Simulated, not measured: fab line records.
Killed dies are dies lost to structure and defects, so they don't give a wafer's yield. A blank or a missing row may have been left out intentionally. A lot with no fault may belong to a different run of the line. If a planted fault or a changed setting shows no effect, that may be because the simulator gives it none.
What tool caused it?    flow nandHarc    13 lots, 39 wafers sampled, at 5 steps of a route of 1302

## WHAT THE GAUGES SHOWED, per wafer
NHARC_A_M1_CD_MEAS_16.
lot   measured      on        cdNm (nm)
L652  day 23 20:59  cdSem-03  120.7 120.2 120.5
L653  day 23 23:04  cdSem-02  120.1 120.4 120.7
L654  day 24 03:43  cdSem-01  119.9 120.8 120.6
L656  day 25 05:04  cdSem-03  120.3 119.9 120.6
L660  day 26 18:32  cdSem-03  119.7 119.3 119.3
L662  day 27 15:02  cdSem-01  120.0 119.9 119.9
L664  day 27 21:20  cdSem-03  119.4 120.2 119.1
L663  day 27 22:57  cdSem-02  119.6 120.3 120.2
L667  day 29 14:47  cdSem-03  120.1 119.1 120.7
L668  day 29 20:40  cdSem-02  119.7 120.8 121.2
L669  day 29 21:02  cdSem-01  118.5 119.7 119.9
L666  day 29 22:02  cdSem-03  120.2 120.0 120.3
L672  day 32 22:41  cdSem-01  119.8 120.1 118.9

NHARC_END_SORT_01.
lot   measured      on         defectLimitedYield (%)  killedAtArray  killedAtOther  killedAtPeriphery  killedDies  killedOpen  killedShort
L652  day 25 18:04  prober-02  90.0 90.3 92.5          48 57 43       7 2 3          13 7 5             68 66 51    5 4 1       1 2 1
L653  day 25 18:53  prober-01  93.2 93.1 91.9          41 40 48       0 0 1          5 7 6              46 47 55    5 6 2       3 2 3
L654  day 26 04:16  prober-02  90.8 90.0 91.0          59 66 59       0 0 1          3 2 1              62 68 61    3 3 4       1 6 3
L656  day 26 13:55  prober-01  90.1 86.6 90.5          60 88 59       1 1 2          6 2 3              67 91 64    3 4 1       0 2 1
L660  day 28 09:01  prober-02  94.7 95.3 94.8          33 28 32       3 3 1          0 1 2              36 32 35    2 4 3       4 2 3
L662  day 29 02:30  prober-01  88.5 87.6 88.2          76 79 73       0 1 3          2 4 4              78 84 80    5 2 4       5 0 1
L664  day 29 17:19  prober-02  91.7 89.2 88.2          51 69 72       1 1 1          4 3 7              56 73 80    5 4 6       3 4 4
L663  day 29 16:34  prober-01  89.8 90.7 86.7          65 59 78       0 0 1          4 4 11             69 63 90    7 1 2       3 2 4
L667  day 31 02:40  prober-02  91.7 87.7 88.3          52 80 77       0 0 2          4 3 0              56 83 79    4 6 5       2 5 2
L668  day 31 19:05  prober-01  93.9 93.1 90.7          39 42 58       0 0 0          2 5 5              41 47 63    3 5 3       2 0 1
L669  day 31 12:09  prober-02  88.9 89.5 92.2          67 67 47       1 1 0          7 3 6              75 71 53    4 1 4       4 2 3
L666  day 31 12:00  prober-01  91.4 94.1 93.5          54 37 42       0 1 0          4 2 2              58 40 44    2 0 4       1 1 3
L672  day 34 12:37  prober-01  92.6 95.1 92.8          45 31 40       0 0 0          5 2 9              50 33 49    4 3 7       2 1 2

## TOOL THAT RAN EACH LOT (tool first, then ch and the chambers of the sampled wafers, then the start)
lot   NHARC_A_M1_PVD_20                       NHARC_A_BONDPAD_STRIP_15           NHARC_A_BONDPAD_DEGAS_25
L652  pvdSputter-02, day 24 01:49 or earlier  rieDiel-04 ch 0,1,2, day 24 01:49  pvdSputter-02, day 24 02:22
L653  pvdSputter-02, day 24 03:58 or earlier  rieDiel-08 ch 1,2,3, day 24 03:58  pvdSputter-01, day 24 04:31
L654  pvdSputter-01, day 24 08:56 or earlier  rieDiel-04 ch 0,2,3, day 24 08:56  pvdSputter-01, day 24 09:28
L656  pvdSputter-01, day 25 09:58 or earlier  rieDiel-08 ch 0,1,3, day 25 09:58  pvdSputter-02, day 25 10:30
L660  pvdSputter-01, day 26 23:18 or earlier  rieDiel-13 ch 2,3, day 26 23:18    pvdSputter-03, day 26 23:50
L662  pvdSputter-01, day 27 19:50 or earlier  rieDiel-08 ch 0,1,2, day 27 19:50  pvdSputter-03, day 27 20:23
L664  pvdSputter-01, day 28 02:11 or earlier  rieDiel-04 ch 0,3, day 28 02:11    pvdSputter-03, day 28 02:48
L663  pvdSputter-03, day 28 03:49 or earlier  rieDiel-08 ch 0,2,3, day 28 03:49  pvdSputter-02, day 28 04:22
L667  pvdSputter-02, day 29 19:36 or earlier  rieDiel-04 ch 0,1,3, day 29 19:36  pvdSputter-03, day 29 20:10
L668  pvdSputter-02, day 30 01:20 or earlier  rieDiel-04 ch 1,3, day 30 01:20    pvdSputter-03, day 30 01:53
L669  pvdSputter-01, day 30 02:10 or earlier  rieDiel-04 ch 1,3, day 30 02:10    pvdSputter-02, day 30 02:43
L666  pvdSputter-03, day 30 03:10 or earlier  rieDiel-04 ch 0,1,3, day 30 03:10  pvdSputter-03, day 30 03:42
L672  pvdSputter-02, day 33 03:29 or earlier  rieDiel-04 ch 0,2,3, day 33 03:29  pvdSputter-01, day 33 04:02
- NHARC_A_M1_PVD_20: deposits TaN, target thk 5 nm, time 8.06 s.
- NHARC_A_BONDPAD_STRIP_15: strips in O2.
- NHARC_A_BONDPAD_DEGAS_25: time 60 s.

## AS READ BY THE TOOLS THEMSELVES (means over the sampled wafers that have a number; for cases with no such wafer, the mark the record gives instead)
NHARC_A_M1_PVD_20.
lot   tool           throttleValvePct (%)
L652  pvdSputter-02  30.2
L653  pvdSputter-02  30.3
L654  pvdSputter-01  29.2
L656  pvdSputter-01  29.2
L660  pvdSputter-01  30.0
L662  pvdSputter-01  29.1
L664  pvdSputter-01  30.1
L663  pvdSputter-03  30.1
L667  pvdSputter-02  30.5
L668  pvdSputter-02  30.2
L669  pvdSputter-01  28.7
L666  pvdSputter-03  29.3
L672  pvdSputter-02  30.5

NHARC_A_BONDPAD_STRIP_15.
lot   tool        chamberPressureMTorr (mTorr)  drypumpMotorCurrentA (A)  oesProductAu (a.u.)  rfVppV (V)  showerheadPlenumPTorr (Torr)  throttleValvePct (%)
L652  rieDiel-04  60.07                         5.92                      0.996                57.4        3.44                          17.034
L653  rieDiel-08  60.03                         5.56                      1.001                58.0        3.42                          17.037
L654  rieDiel-04  59.97                         5.96                      1.003                57.8        3.45                          17.034
L656  rieDiel-08  60.03                         5.43                      1.003                57.9        3.40                          17.039
L660  rieDiel-13  60.04                         6.25                      0.996                58.2        3.59                          17.038
L662  rieDiel-08  59.99                         5.55                      1.002                57.1        3.42                          17.051
L664  rieDiel-04  60.03                         5.82                      0.995                58.2        3.54                          17.037
L663  rieDiel-08  60.06                         5.45                      1.000                57.7        3.46                          17.038
L667  rieDiel-04  60.00                         5.76                      1.005                58.0        3.52                          17.040
L668  rieDiel-04  49.21                         5.73                      0.993                57.2        3.57                          17.036
L669  rieDiel-04  49.25                         5.74                      0.998                57.9        3.59                          17.041
L666  rieDiel-04  49.26                         5.79                      0.997                57.5        3.52                          17.039
L672  rieDiel-04  60.03                         5.95                      0.999                58.0        3.44                          17.041

NHARC_A_BONDPAD_DEGAS_25.
lot   tool           heaterPowerW (W)
L652  pvdSputter-02  470
L653  pvdSputter-01  439
L654  pvdSputter-01  435
L656  pvdSputter-02  454
L660  pvdSputter-03  468
L662  pvdSputter-03  458
L664  pvdSputter-03  426
L663  pvdSputter-02  466
L667  pvdSputter-03  453
L668  pvdSputter-03  465
L669  pvdSputter-02  466
L666  pvdSputter-03  444
L672  pvdSputter-01  440

## THE ANSWER, worked out from the rows above alone
Rule: what is usual is taken from the lots themselves. Put in order of their means at a reading, lots are off if they are a third of the lots or fewer, leave a main group of 4 or more, and stand apart from it by a gap of 3 or more times the standard deviation of the main group's means; of several such gaps the widest counts. A main group is skipped when, at the precision printed for the reading in the tables above, its means are all equal. A lot without any number at a reading at which 4 lots or more have one is off too. All remaining lots with rows at the step are treated as sound. The gauges are gone through in route order, then the tools' own readings, and for those a lot's mean is taken as printed above. The first step at which some lot is off is used, and at that step the reading that is off furthest; a lot without a number counts as furthest.
Off: L668, L669, L666 (NHARC_A_BONDPAD_STRIP_15, chamberPressureMTorr). The main group has a mean of 60.02 mTorr with a standard deviation of 0.029.
If a tool, at that step or one of the process steps before it, ran each lot that is off and ran no sound lot following the first of them, it fits. NHARC_A_M1_PVD_20: start missing for some lots; hours and lot order therefore follow NHARC_A_BONDPAD_STRIP_15. None of those tried fits.

## WHAT WAS PUT IN BY THE SIMULATOR
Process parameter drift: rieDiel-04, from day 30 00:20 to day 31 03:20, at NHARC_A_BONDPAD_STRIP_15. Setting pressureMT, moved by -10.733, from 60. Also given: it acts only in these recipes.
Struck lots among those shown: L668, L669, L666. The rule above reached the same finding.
